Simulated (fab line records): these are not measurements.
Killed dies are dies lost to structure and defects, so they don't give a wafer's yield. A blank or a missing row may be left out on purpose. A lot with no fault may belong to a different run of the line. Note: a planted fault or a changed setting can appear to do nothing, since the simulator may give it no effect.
fab line records	flow n5Finfet
record: lots: 6	wafers: 17	lastDay: 16
route steps=1938 shown BEOL_M12@1615 BEOL_M15@1830 PASSIVATION@1936
lots that met no fault: taken from a fault-free run of the same line
startH: hours from the record's first day to the start of the lot's first wafer shown	waitH: hours from the lot's prior step to this one	" as in the row above	L1.1+2: several wafers, shown together as one row	- no value, or no start was given	* or withheld: withheld	< > ~ a bound
route shown NAME@n: names a module that has steps shown in the file, with the first one's number in the route	usual: mean/standard deviation of fault-free wafers	same: alike in all rows	chamber/n: place in a boat	sites: per-site readings	_std_site: standard deviation of those values	_edge_site: inner sites' mean taken away from outer sites' mean	radiusMm: for every site, how far away it sits from the centre of the wafer	mask NAME#n: copy n	behind: the tool/chamber that last shaped the wafer	hold: why the lot went on hold/how many hours it stayed there/how the hold came to an end	device: names the non-switching transistor (n, p or np)	end of line: the tests these same wafers got at the end of their route	a step without rows: its recipe alone	killed: dies that structure and defects cost at the first sort, which is not the same as the wafer's yield	map: dies across one wafer; x = killed, . = not, _ = none there
set.NAME: the setting that was run; set.NAME@STEP: the one run at that earlier step	model.NAME: the simulator's own value behind a step, which no gauge read
one table for each step of the route and one row for each wafer, over a sample of lots
services: when a tool's chamber went out of use (startH, in hours from the record's first day, below 0 if earlier), for how many hours, and the reason
== steps ==
step: N5_BEOL_M12_DESCUM_15
recipe: chemistry: O2	timeS: 7.9	sourcePowerW: 50	biasPowerW: 20	pressureMtorr: 20	rfFrequencyHz: 2.712e+07	tempC: 40	o2FlowSccm: 225
usual: drypumpMotorCurrentA: 5.9/0.4	oesProductAu: 0.82/0.077	rfVppV: 243.2/1.1	showerheadPlenumPTorr: 2.10/0.049	throttleValvePct: 20.46/0.29
lot.wafer	tool	chamber	startH	waitH	drypumpMotorCurrentA	oesProductAu	rfHoursCounterH	rfVppV	showerheadPlenumPTorr	throttleValvePct
L503.2	rieDiel-02	3	258.45	0.1	5.6	0.68	248	243.3	2.13	20.42
L503.3	"	1	"	"	6.3	0.83	66	243.5	2.13	20.57
L503.6	"	1	"	"	6.3	0.84	-	243.3	2.13	20.57
L506.3	rieDiel-02	1	276.03	0.0	6.3	0.82	73	242.2	2.13	20.60
L506.4	"	1	"	"	6.3	0.82	-	243.4	2.13	20.60
L506.5	"	0	"	"	5.9	0.73	-	243.0	2.08	20.75
L509.2	rieDiel-01	3	287.23	0.6	5.6	0.77	162	244.0	2.11	20.92
L509.3	"	1	"	"	5.8	0.89	54	242.9	2.13	20.45
L508.1	rieDiel-04	1	302.26	0.0	6.5	0.77	110	241.6	2.02	20.43
L508.4	"	0	"	"	5.9	0.85	68	242.8	2.12	19.95
L508.5	"	0	"	"	5.9	0.84	-	243.8	2.12	19.98
L513.4	rieDiel-01	1	327.51	0.3	5.8	0.86	72	243.3	2.12	20.47
L513.5	"	3	"	"	5.6	0.75	-	242.9	2.10	20.94
L513.6	"	2	"	"	6.5	0.84	-	244.4	2.11	20.13
L517.4	rieDiel-02	3	350.72	0.0	5.6	0.93	22	243.3	2.12	20.08
L517.5	"	0	"	"	5.9	0.71	-	242.2	2.07	20.77
L517.6	"	3	"	"	5.6	0.92	-	244.3	2.12	20.07
step: N5_BEOL_M12_STRIP_63
recipe: chemistry: N2/H2	powerW: 1000	tempC: 250	h2Frac: 0.65	overashFraction: 0.3	pressureMtorr: 1000	n2FlowSccm: 1750	h2FlowSccm: 3250
usual: drypumpMotorCurrentA: 5.43/0.12	heaterPowerW: 361/51	oesProductAu: 0.692/0.0047	stripTimeToEndpointS: 42.6/0.78
lot.wafer	tool	chamber	startH	waitH	drypumpMotorCurrentA	heaterPowerW	oesProductAu	rfHoursCounterH	stripTimeToEndpointS
L503.2	plasmaAsher-02	0	258.74	-	5.54	438	0.693	89	43.5
L503.3	"	1	"	"	5.27	332	0.684	-	42.3
L503.6	"	0	"	"	5.51	426	0.689	-	41.5
L506.3	plasmaAsher-02	0	276.34	-	5.51	437	0.690	-	43.5
L506.4	"	1	"	"	5.29	324	0.693	-	42.9
L506.5	"	1	"	"	5.32	333	0.695	-	42.5
L509.2	plasmaAsher-01	0	287.51	-	5.37	325	0.684	115	42.9
L509.3	"	1	"	"	5.62	320	0.695	-	42.2
L508.1	plasmaAsher-02	0	302.55	-	5.49	423	0.683	97	42.8
L508.4	"	1	"	"	5.32	335	0.685	-	41.2
L508.5	"	1	"	"	5.31	334	0.692	-	41.3
L513.4	plasmaAsher-02	1	327.82	-	5.30	331	0.688	-	43.7
L513.5	"	1	"	"	5.31	339	0.687	-	43.4
L513.6	"	0	"	"	5.46	433	0.689	-	43.2
L517.4	plasmaAsher-01	1	351.03	-	5.62	316	0.686	-	42.0
L517.5	"	1	"	"	5.61	326	0.688	-	41.5
L517.6	"	0	"	"	5.38	318	0.695	-	42.3
step: N5_BEOL_M12_STRIP_64
recipe: chemistry: N2/H2	powerW: 1000	tempC: 250	h2Frac: 0.65	overashFraction: 0.3	pressureMtorr: withheld	n2FlowSccm: 1750	h2FlowSccm: 3250
usual: drypumpMotorCurrentA: 5.43/0.12	heaterPowerW: 361/52	oesProductAu: 0.715/0.0044	stripTimeToEndpointS: 31.32/0.074
lot.wafer	tool	chamber	startH	waitH	drypumpMotorCurrentA	heaterPowerW	oesProductAu	rfHoursCounterH	stripTimeToEndpointS
L503.2	plasmaAsher-02	0	258.80	0.0	5.51	429	0.710	89	31.26
L503.3	"	1	"	"	5.30	337	0.712	-	31.28
L503.6	"	0	"	"	5.51	435	0.721	-	31.36
L506.3	plasmaAsher-02	0	276.40	0.0	5.50	437	0.712	-	31.32
L506.4	"	1	"	"	5.32	324	0.717	-	31.29
L506.5	"	1	"	"	5.30	322	0.709	-	31.27
L509.2	plasmaAsher-01	0	287.57	0.0	5.36	321	0.713	115	31.33
L509.3	"	1	"	"	5.62	317	0.716	-	31.30
L508.1	plasmaAsher-02	0	302.61	0.0	5.51	435	0.715	97	31.28
L508.4	"	1	"	"	5.26	329	0.710	-	31.38
L508.5	"	1	"	"	5.28	331	0.717	-	31.30
L513.4	plasmaAsher-02	1	327.88	0.0	5.29	333	0.712	-	31.48
L513.5	"	1	"	"	5.32	332	0.712	-	31.48
L513.6	"	0	"	"	5.51	436	0.716	-	31.37
L517.4	plasmaAsher-01	1	351.09	0.0	5.62	316	0.724	-	31.24
L517.5	"	1	"	"	5.63	328	0.719	-	31.24
L517.6	"	0	"	"	5.38	314	0.715	-	31.26
step: N5_BEOL_M12_TRENCH_ETCH_34
recipe: chemistry: C4F8/O2/Ar	target: SiOC	targetDepthA: 3189.5	maskMaterial: SOC	pressureMtorr: 30	sourceW: 3000	biasW: 700	Ar_flow_sccm: 400	C4F8_flow_sccm: 15	O2_flow_sccm: 8	heInnerTorr: 15	heOuterTorr: 30	timeS: 125.5	ionEnergyEv: 250
usual: biasW: 700.1/1.9	drypumpMotorCurrentA: 5.9/0.35	oesProductAu: 0.82/0.082	rfVppV: 666.3/2.5	showerheadPlenumPTorr: 3.44/0.08	throttleValvePct: 24.27/0.25
lot.wafer	tool	chamber	startH	waitH	biasW	drypumpMotorCurrentA	oesProductAu	rfHoursCounterH	rfVppV	showerheadPlenumPTorr	throttleValvePct
L503.2	rieDiel-01	0	259.94	0.0	702.7	5.9	0.69	243	659.7	3.22	24.48
L503.3	"	2	"	"	700.7	6.5	0.90	32	667.4	3.48	23.97
L503.6	"	3	"	"	696.0	5.6	0.77	-	663.3	3.44	24.68
L506.3	rieDiel-01	2	277.31	0.0	695.5	6.4	0.88	38	667.1	3.48	23.97
L506.4	"	0	"	"	698.7	5.9	0.68	249	660.0	3.22	24.48
L506.5	"	1	"	"	699.1	5.8	0.88	-	667.8	3.47	24.14
L509.2	rieDiel-01	1	288.94	0.0	701.2	5.8	0.89	55	668.7	3.47	24.18
L509.3	"	3	"	"	696.8	5.6	0.77	163	666.1	3.43	24.69
L508.1	rieDiel-02	2	303.68	0.0	700.8	6.1	0.76	133	666.2	3.42	23.92
L508.4	"	1	"	"	699.4	6.3	0.80	82	667.1	3.47	24.41
L508.5	"	1	"	"	699.8	6.3	0.81	-	665.6	3.47	24.42
L513.4	rieDiel-01	0	328.78	0.0	699.4	5.9	0.96	5	669.9	3.61	24.18
L513.5	"	0	"	"	699.3	5.9	0.96	-	671.9	3.61	24.20
L513.6	"	1	"	"	700.4	5.8	0.86	-	668.1	3.46	24.17
L517.4	rieDiel-04	1	352.30	0.0	702.0	6.6	0.77	127	663.0	3.29	24.25
L517.5	"	3	"	"	699.4	5.2	0.88	-	663.2	3.34	24.43
L517.6	"	0	"	"	699.2	5.9	0.82	-	665.4	3.44	23.73
step: N5_BEOL_M12_OCD_MEAS_35
usual: trenchDepthNm: 321/5.5
lot.wafer	tool	chamber	startH	waitH	trenchDepthNm
L503.2	ocd-01	-	260.10	0.0	309
L503.3	"	-	"	"	319
L503.6	"	-	"	"	319
L506.3	ocd-01	-	277.47	0.0	318
L506.4	"	-	"	"	306
L506.5	"	-	"	"	323
L509.2	ocd-02	-	289.09	0.0	332
L509.3	"	-	"	"	325
L508.1	ocd-01	-	303.84	0.0	319
L508.4	"	-	"	"	321
L508.5	"	-	"	"	322
L513.4	ocd-01	-	328.95	0.0	465
L513.5	"	-	"	"	465
L513.6	"	-	"	"	327
L517.4	ocd-02	-	352.46	0.0	315
L517.5	"	-	"	"	327
L517.6	"	-	"	"	321
step: N5_BEOL_M12_THK_MEAS_50
recipe: thkMeasGauge: xrf	reads: Cu_of_BEOL_M12_ECD_47
usual: M12_THK: 324/6.2
lot.wafer	tool	chamber	startH	waitH	M12_THK[nm]
L503.2	filmMetro-02	-	264.14	-	314
L503.3	"	-	"	"	322
L503.6	"	-	"	"	323
L506.3	filmMetro-01	-	279.12	-	317
L506.4	"	-	"	"	304
L506.5	"	-	"	"	325
L509.2	filmMetro-02	-	295.39	-	337
L509.3	"	-	"	"	331
L508.1	filmMetro-02	-	306.46	-	324
L508.4	"	-	"	"	324
L508.5	"	-	"	"	330
L513.4	filmMetro-02	-	332.59	-	470
L513.5	"	-	"	"	469
L513.6	"	-	"	"	331
L517.4	filmMetro-02	-	354.62	-	316
L517.5	"	-	"	"	329
L517.6	"	-	"	"	325
step: N5_BEOL_M12_RS_MEAS_54
recipe: thkMeasGauge: four-point-probe	reads: Cu_of_BEOL_M12_ECD_47+Ta_of_BEOL_M12_SPUTTER_44+TaN_of_BEOL_M12_SPUTTER_43
usual: M12_RS: 0.0597/0.0011
lot.wafer	tool	chamber	startH	waitH	M12_RS[ohm/sq]
L503.2	filmMetro-02	-	264.27	0.0	0.0619
L503.3	"	-	"	"	0.0601
L503.6	"	-	"	"	0.0602
L506.3	filmMetro-01	-	279.24	0.0	0.0605
L506.4	"	-	"	"	0.0631
L506.5	"	-	"	"	0.0590
L509.2	filmMetro-02	-	295.52	0.0	0.0579
L509.3	"	-	"	"	0.0591
L508.1	filmMetro-01	-	306.58	0.0	0.0602
L508.4	"	-	"	"	0.0601
L508.5	"	-	"	"	0.0594
L513.4	filmMetro-02	-	332.72	0.0	0.0406
L513.5	"	-	"	"	0.0408
L513.6	"	-	"	"	0.0585
L517.4	filmMetro-01	-	354.74	0.0	0.0615
L517.5	"	-	"	"	0.0588
L517.6	"	-	"	"	0.0600
step: N5_BEOL_M15_RC_MEAS_101
usual: COMB_M10: 1.4e-11/3.3e-12	COMB_M11: 1.35e-11/2.6e-12	COMB_M13: 4.5e-12/1.2e-12	COMB_M13_max_site: 6.4e-12/1.8e-12	COMB_M14: 3.2e-12/7.5e-13	COMB_M15: 2.2e-12/6e-13	COMB_M15_max_site: 3.4e-12/9.2e-13	COMB_M5: 3.6e-11/7.7e-12	COMB_M6: 2.6e-11/4.5e-12	COMB_M7: 2.5e-11/5.2e-12	COMB_M8: 2.5e-11/4.9e-12	COMB_M9: 1.4e-11/3.2e-12	COMB_M9_max_site: 2.1e-11/5e-12	SERP_M10: 3.05/0.071	SERP_M11: 3.06/0.095	SERP_M12: 0.634/0.015	SERP_M12_max_site: 0.647/0.016	SERP_M13: 0.307/0.0057	SERP_M13_max_site: 0.311/0.0057	SERP_M14: 0.160/0.0034	SERP_M5: 38.7/1.9	SERP_M6: 13.5/0.55	SERP_M7: 13.8/0.6	SERP_M8: 13.8/0.6	SERP_M9: 3.06/0.086
lot.wafer	tool	chamber	startH	waitH	COMB_M10[S/m]	COMB_M11[S/m]	COMB_M13[S/m]	COMB_M13_max_site[S/m]	COMB_M14[S/m]	COMB_M15[S/m]	COMB_M15_max_site[S/m]	COMB_M5[S/m]	COMB_M6[S/m]	COMB_M7[S/m]	COMB_M8[S/m]	COMB_M9[S/m]	COMB_M9_max_site[S/m]	SERP_M10[ohm/um]	SERP_M11[ohm/um]	SERP_M12[ohm/um]	SERP_M12_max_site[ohm/um]	SERP_M13[ohm/um]	SERP_M13_max_site[ohm/um]	SERP_M14[ohm/um]	SERP_M5[ohm/um]	SERP_M6[ohm/um]	SERP_M7[ohm/um]	SERP_M8[ohm/um]	SERP_M9[ohm/um]
L503.2	prober-02	0	284.71	0.2	1.6e-11	1.44e-11	3.9e-12	4.6e-12	2e-12	1.7e-12	3.3e-12	3.8e-11	2.1e-11	3e-11	1.9e-11	1.4e-11	2.1e-11	3.03	3.05	0.637	0.648	0.313	0.316	0.158	39.9	12.9	13.3	13.5	3.21
L503.3	"	0	"	"	1.7e-11	1.15e-11	4.4e-12	6.5e-12	3.3e-12	2e-12	3.2e-12	3.7e-11	2.9e-11	3e-11	2.9e-11	1.2e-11	1.9e-11	3.11	2.96	0.628	0.640	0.305	0.308	0.156	38.0	13.6	13.3	13.5	2.96
L503.6	"	0	"	"	7e-12	1.06e-11	5.6e-12	7.3e-12	2.6e-12	3.7e-12	4.2e-12	3.3e-11	3.1e-11	2.3e-11	2.8e-11	1.2e-11	1.5e-11	3.14	2.93	0.666	0.678	0.306	0.307	0.156	37.2	14.4	12.6	14.4	2.95
L506.3	prober-01	0	298.02	0.3	1.2e-11	1.25e-11	5.5e-12	1.16e-11	3.8e-12	2.4e-12	3e-12	3.6e-11	3.2e-11	2e-11	3.4e-11	1.1e-11	1.9e-11	3.18	3.18	0.641	0.648	0.304	0.309	0.160	36.8	14.3	14.4	14.4	3.08
L506.4	"	0	"	"	1.1e-11	1.35e-11	4.1e-12	6.1e-12	3.5e-12	4.2e-12	5.1e-12	2.7e-11	3e-11	3.8e-11	2.3e-11	1.3e-11	1.6e-11	3.10	3.16	0.664	0.676	0.306	0.309	0.162	38.3	13.9	14.0	14.6	2.98
L506.5	"	0	"	"	1.2e-11	1.19e-11	5.6e-12	8.1e-12	3.6e-12	2.5e-12	3.2e-12	3.6e-11	2.7e-11	3.7e-11	2.9e-11	9e-12	2e-11	3.05	3.29	0.648	0.655	0.309	0.311	0.160	39.3	13.8	13.7	13.1	3.04
L509.2	prober-02	0	313.62	0.2	1.7e-11	1.01e-11	2.8e-12	4.1e-12	2.8e-12	1.9e-12	2.4e-12	3.6e-11	2.3e-11	2.3e-11	3.7e-11	1.6e-11	2.1e-11	2.96	3.05	0.625	0.639	0.301	0.304	0.155	38.0	13.7	13.9	14.7	3.15
L509.3	"	0	"	"	2.2e-11	1.54e-11	3.6e-12	4.4e-12	3e-12	2.5e-12	2.9e-12	3.4e-11	3.6e-11	3.4e-11	2.6e-11	2e-11	2.7e-11	3.22	3.13	0.625	0.639	0.316	0.320	0.164	38.5	13.6	12.8	15.1	3.12
L508.1	prober-02	0	323.48	0.0	1.3e-11	1.34e-11	4.5e-12	7e-12	3.2e-12	1.6e-12	2.3e-12	4.2e-11	2.4e-11	2.3e-11	2.5e-11	1.2e-11	1.7e-11	3.01	3.02	0.629	0.646	0.322	0.324	0.164	38.0	13.4	13.8	13.3	3.00
L508.4	"	0	"	"	1.3e-11	1.59e-11	3.2e-12	5.1e-12	3.2e-12	1.7e-12	3.1e-12	3.8e-11	2e-11	2.4e-11	2.6e-11	1.3e-11	2.2e-11	3.03	3.12	0.634	0.644	0.313	0.317	0.161	37.3	13.5	13.6	14.0	2.98
L508.5	"	0	"	"	1.1e-11	1.43e-11	3.8e-12	6.1e-12	3.5e-12	1.5e-12	1.7e-12	3.7e-11	2.1e-11	3.1e-11	2.8e-11	1.6e-11	2.4e-11	3.05	3.25	0.632	0.641	0.322	0.325	0.162	38.7	13.4	13.9	13.9	2.93
L513.4	prober-02	0	350.36	0.5	9e-12	1.68e-11	7.2e-12	9.9e-12	2.7e-12	1.1e-12	2.1e-12	3.5e-11	2.9e-11	2.2e-11	1.6e-11	1.3e-11	1.8e-11	3.05	2.95	0.432	0.444	0.307	0.311	0.157	35.4	12.4	13.8	14.1	3.19
L513.5	"	0	"	"	1.1e-11	1.12e-11	5.4e-12	8.2e-12	3.6e-12	2.8e-12	4.1e-12	3.4e-11	2e-11	2.9e-11	2.3e-11	1.1e-11	1.8e-11	3.01	2.96	0.425	0.439	0.307	0.309	0.164	37.9	13.5	13.5	15.3	3.11
L513.6	"	0	"	"	1.1e-11	1.74e-11	6.6e-12	7.5e-12	4e-12	1.5e-12	2.7e-12	3.6e-11	2.6e-11	2.2e-11	3e-11	1.6e-11	2.6e-11	3.11	2.96	0.625	0.640	0.313	0.316	0.159	39.8	14.3	13.3	14.0	3.03
L517.4	prober-02	0	369.94	0.5	1e-11	1.25e-11	6.5e-12	9e-12	1.8e-12	2.8e-12	4.3e-12	3.1e-11	2.8e-11	1.7e-11	2.1e-11	1e-11	1.7e-11	3.09	3.00	0.647	0.661	0.307	0.313	0.161	39.9	13.8	13.4	13.6	3.02
L517.5	"	0	"	"	1.1e-11	1.36e-11	5.4e-12	8.2e-12	2.3e-12	2.5e-12	3.8e-12	3.9e-11	2.8e-11	2.1e-11	2.4e-11	1.6e-11	1.8e-11	3.06	3.13	0.620	0.633	0.303	0.310	0.159	41.8	13.9	13.2	14.3	2.99
L517.6	"	0	"	"	9e-12	1.19e-11	6.4e-12	9.7e-12	3.1e-12	2.5e-12	3.1e-12	3e-11	3.1e-11	2e-11	2.1e-11	1.3e-11	1.9e-11	3.00	3.18	0.624	0.636	0.309	0.311	0.159	41.9	13.7	13.7	14.2	3.13
sites SERP_M12 radiusMm=0,75,75,75,75,140,140,140,140
L503.2 0.635 0.637 0.643 0.632 0.647 0.648 0.636 0.623 0.637
L506.3 0.629 0.648 0.641 0.637 0.644 0.628 0.635 0.642 0.641
L509.2 0.620 0.630 0.613 0.639 0.628 0.597 0.625 0.631 0.621
L508.1 0.616 0.629 0.625 0.626 0.618 0.637 0.629 0.646 0.638
L513.4 0.431 0.441 0.444 0.427 0.433 0.429 0.428 0.437 0.432
L517.4 0.649 0.645 0.649 0.661 0.656 0.647 0.632 0.627 0.622
step: N5_PASSIVATION_PROBE_49
usual: defectLimitedYield: 91.1/1.4	killed_at_M0_to_M3: 33/9.1	killed_at_M4_up: 14/5.6	killedAtContacts: 13/5.7	killedAtFrontEnd: 42/12	killedAtOther: 4/3	killedDies: 105/16	killedOpen: 69/11	killedShort: 34/7.5	sort_bin_5_function: 5.2/0.91	sort_bin_6_memory: 3.3/0.64	sortNPass: 1075/16	sortYieldPct: 91.1/1.4
same: grossDies: 1180	killedAtBackSide: 0	sort_bin_4_leakage[%]: 0	sort_bin_8_speed[%]: 0
lot.wafer	tool	chamber	startH	waitH	defectLimitedYield[%]	killed_at_M0_to_M3	killed_at_M4_up	killedAtContacts	killedAtFrontEnd	killedAtOther	killedDies	killedOpen	killedShort	sort_bin_5_function[%]	sort_bin_6_memory[%]	sortNPass	sortYieldPct[%]
L503.2	prober-01	-	300.77	0.5	89.4	39	8	9	65	4	125	75	48	6.3	4.2	1055	89.4
L503.3	prober-01	-	300.82	0.5	89.3	37	13	16	52	8	126	76	47	6.4	3.9	1054	89.3
L503.6	prober-01	-	300.97	0.7	89.5	32	17	15	54	6	124	82	39	6.2	3.9	1056	89.5
L506.3	prober-02	-	310.98	0.1	91.1	52	15	13	20	5	105	68	36	5.2	3.6	1075	91.1
L506.4	prober-02	-	311.03	0.2	92.1	29	12	11	37	4	93	51	39	4.4	3.1	1087	92.1
L506.5	prober-02	-	311.08	0.2	93.8	27	12	11	23	0	73	53	20	3.7	2.2	1107	93.8
L509.2	prober-02	-	326.55	0.1	91.4	32	20	10	37	3	102	72	28	5.5	2.8	1078	91.4
L509.3	prober-02	-	326.60	0.1	92.5	14	21	16	31	6	88	63	24	4.2	3.1	1092	92.5
L508.1	prober-01	-	340.73	0.0	90.8	24	21	9	53	2	109	80	28	4.7	4.2	1071	90.8
L508.4	prober-01	-	340.88	0.2	92.4	17	12	16	44	1	90	65	22	4.0	3.3	1090	92.4
L508.5	prober-01	-	340.93	0.2	91.0	26	12	10	54	4	106	72	32	4.9	3.8	1074	91.0
L513.4	prober-02	-	362.59	0.2	91.2	27	8	11	56	2	104	64	40	4.7	3.7	1076	91.2
L513.6	prober-02	-	362.69	0.3	89.2	49	16	18	40	5	128	90	38	6.6	4.0	1052	89.2
L517.4	prober-01	-	382.69	0.2	91.3	25	21	8	47	2	103	59	42	4.5	3.5	1077	91.3
L517.5	prober-01	-	382.74	0.2	90.9	30	16	11	50	0	107	62	42	5.8	3.1	1073	90.9
L517.6	prober-01	-	382.79	0.3	90.2	45	14	15	41	1	116	73	38	5.6	4.0	1064	90.2
killed by level:class
L503.2 FIN_SAQP:geometricParticle:short=20 FIN_SAQP:geometricParticle:open=20 STI_FIN_REVEAL:geometricParticle:open=14 BEOL_M0_SAQP:geometricParticle:short=13 BEOL_M0_SAQP:geometricParticle:open=10 MOL_CONTACT_COAG:geometricParticle:open=6 BEOL_M0:geometricParticle:open=4 BEOL_M1:geometricParticle:open=4
L503.3 FIN_SAQP:geometricParticle:short=18 MOL_CONTACT_COAG:geometricParticle:open=13 FIN_SAQP:geometricParticle:open=10 BEOL_M0_SAQP:geometricParticle:open=10 DUMMY_GATE:geometricParticle:open=9 BEOL_M0_SAQP:geometricParticle:short=9 BEOL_M1:geometricParticle:open=8 STI_FIN_REVEAL:geometricParticle:open=4
L503.6 FIN_SAQP:geometricParticle:short=15 FIN_SAQP:geometricParticle:open=13 MOL_CONTACT_COAG:geometricParticle:open=12 BEOL_M0_SAQP:geometricParticle:open=10 DUMMY_GATE:geometricParticle:open=8 BEOL_M0_SAQP:geometricParticle:short=7 BEOL_M2:geometricParticle:open=7 BEOL_M5:geometricParticle:open=6
L506.3 BEOL_M2:geometricParticle:open=20 MOL_CONTACT_COAG:geometricParticle:open=12 BEOL_M2:geometricParticle:short=7 BEOL_M3:geometricParticle:open=7 GATE_CUT:geometricParticle:short=6 BEOL_M1:geometricParticle:short=5 BEOL_M0_SAQP:geometricParticle:short=4 BEOL_M1:geometricParticle:open=4
L506.4 MOL_CONTACT_COAG:geometricParticle:open=10 STARTING-WAFER:geometricParticle:short=8 BEOL_M3:geometricParticle:open=7 BEOL_M2:geometricParticle:open=6 GATE_CUT:geometricParticle:short=5 BEOL_M0:geometricParticle:open=5 BEOL_M4:geometricParticle:open=5 BEOL_M4:geometricParticle:short=4
L506.5 MOL_CONTACT_COAG:geometricParticle:open=8 BEOL_M4:geometricParticle:open=8 FIN_SAQP:geometricParticle:open=5 BEOL_M0_SAQP:geometricParticle:open=5 BEOL_M3:geometricParticle:open=5 BEOL_M1:geometricParticle:open=4 BEOL_M2:geometricParticle:open=4 BEOL_M3:geometricParticle:short=4
L509.2 FIN_SAQP:geometricParticle:open=15 BEOL_M4:geometricParticle:open=8 BEOL_M0_SAQP:geometricParticle:short=7 BEOL_M1:geometricParticle:open=7 BEOL_M3:geometricParticle:open=7 DUMMY_GATE:geometricParticle:open=6 MOL_CONTACT_COAG:geometricParticle:open=6 BEOL_M0_SAQP:geometricParticle:open=6
L509.3 MOL_CONTACT_COAG:geometricParticle:open=13 FIN_SAQP:geometricParticle:open=8 BEOL_M4:geometricParticle:open=8 DUMMY_GATE:geometricParticle:open=7 BEOL_M0_SAQP:geometricParticle:open=5 STI_FIN_REVEAL:geometricParticle:open=4 BEOL_M2:geometricParticle:open=4 FIN_SAQP:geometricParticle:short=3
L508.1 FIN_SAQP:geometricParticle:open=15 BEOL_M4:geometricParticle:open=11 BEOL_M3:geometricParticle:open=10 STI_FIN_REVEAL:geometricParticle:open=9 GATE_CUT:geometricParticle:open=7 MOL_CONTACT_COAG:geometricParticle:open=7 FIN_SAQP:geometricParticle:short=5 DUMMY_GATE:geometricParticle:open=5
L508.4 MOL_CONTACT_COAG:geometricParticle:open=13 FIN_SAQP:geometricParticle:open=12 STI_FIN_REVEAL:geometricParticle:open=12 BEOL_M3:geometricParticle:open=5 FIN_SAQP:geometricParticle:short=4 BEOL_M1:geometricParticle:open=4 BEOL_M1:geometricParticle:short=4 STI_FIN_REVEAL:geometricParticle:short=3
L508.5 STI_FIN_REVEAL:geometricParticle:open=15 FIN_SAQP:geometricParticle:short=9 MOL_CONTACT_COAG:geometricParticle:open=9 BEOL_M3:geometricParticle:open=8 FIN_SAQP:geometricParticle:open=7 STI_FIN_REVEAL:geometricParticle:short=6 BEOL_M1:geometricParticle:open=6 BEOL_M4:geometricParticle:open=5
L513.4 FIN_SAQP:geometricParticle:open=12 FIN_SAQP:geometricParticle:short=12 MOL_CONTACT_COAG:geometricParticle:open=9 DUMMY_GATE:geometricParticle:open=6 BEOL_M1:geometricParticle:open=6 STI_FIN_REVEAL:geometricParticle:open=5 BEOL_M0_SAQP:geometricParticle:open=4 STARTING-WAFER:geometricParticle:open=4
L513.6 BEOL_M2:geometricParticle:open=19 MOL_CONTACT_COAG:geometricParticle:open=14 BEOL_M4:geometricParticle:open=10 GATE_CUT:geometricParticle:short=8 BEOL_M0_SAQP:geometricParticle:open=8 BEOL_M3:geometricParticle:open=8 FIN_SAQP:geometricParticle:open=6 BEOL_M2:geometricParticle:short=6
L517.4 STI_FIN_REVEAL:geometricParticle:open=12 BEOL_M4:geometricParticle:open=10 FIN_SAQP:geometricParticle:short=9 MOL_CONTACT_COAG:geometricParticle:open=7 BEOL_M3:geometricParticle:open=7 FIN_SAQP:geometricParticle:open=5 ILD0:geometricParticle:short=5 GATE_CUT:geometricParticle:short=5
L517.5 FIN_SAQP:geometricParticle:short=9 STI_FIN_REVEAL:geometricParticle:open=9 MOL_CONTACT_COAG:geometricParticle:open=8 BEOL_M4:geometricParticle:short=7 STARTING-WAFER:geometricParticle:open=7 BEOL_M0_SAQP:geometricParticle:short=6 GATE_CUT:geometricParticle:short=6 BEOL_M2:geometricParticle:open=6
L517.6 MOL_CONTACT_COAG:geometricParticle:open=13 STI_FIN_REVEAL:geometricParticle:open=12 BEOL_M0_SAQP:geometricParticle:open=12 BEOL_M0_SAQP:geometricParticle:short=11 GATE_CUT:geometricParticle:short=6 BEOL_M3:geometricParticle:open=6 FIN_SAQP:geometricParticle:open=4 DUMMY_GATE:geometricParticle:open=4
== services ==
tool	chamber	startH	hours	kind
rieDiel-04	3	234.81	-	clean
rieDiel-04	3	234.81	-	consumableReplace:focusRing
rieDiel-04	3	234.81	14.7	scheduledDown
rieDiel-04	3	234.81	14.7	ventCycle
plasmaAsher-01	-	243.60	3.8	repair
rieDiel-02	3	264.19	-	clean
rieDiel-02	3	264.19	-	consumableReplace:focusRing
rieDiel-02	3	264.19	19.1	scheduledDown
rieDiel-02	3	264.19	19.1	ventCycle
rieDiel-04	2	265.77	9.3	repair
rieDiel-01	0	286.63	-	clean
rieDiel-01	0	286.63	-	consumableReplace:focusRing
rieDiel-01	0	286.63	-	consumableReplace:showerhead
rieDiel-01	0	286.63	28.2	scheduledDown
rieDiel-01	0	286.63	28.2	ventCycle
plasmaAsher-02	-	312.93	9.0	repair
== key ==
firstSign: step: N5_BEOL_M12_OCD_MEAS_35	reading: trenchDepthNm	direction: up	sigmas: 26	usual: 321	struck: 465
effect: step: N5_BEOL_M12_THK_MEAS_50	reading: M12_THK	direction: up	sigmas: 23	usual: 324	struck: 470
effect: step: N5_BEOL_M12_RS_MEAS_54	reading: M12_RS	direction: down	sigmas: 17	usual: 0.0597	struck: 0.0407
effect: step: N5_BEOL_M15_RC_MEAS_101	reading: SERP_M12	direction: down	sigmas: 14	usual: 0.634	struck: 0.428
metAt N5_BEOL_M12_TRENCH_ETCH_34
struckLots L513
struckWafers L513.4,L513.5
notActingAt N5_BEOL_M12_DESCUM_15,N5_BEOL_M12_STRIP_63,N5_BEOL_M12_STRIP_64
onsetBetween 277.31 328.78
fault: kind: processParameterDrift	tool: rieDiel-01	chamber: 0	onsetH: 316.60	steps: N5_BEOL_M12_TRENCH_ETCH_34	channel: timeS	offset: *	shape: step	actsIn: *	stated: *
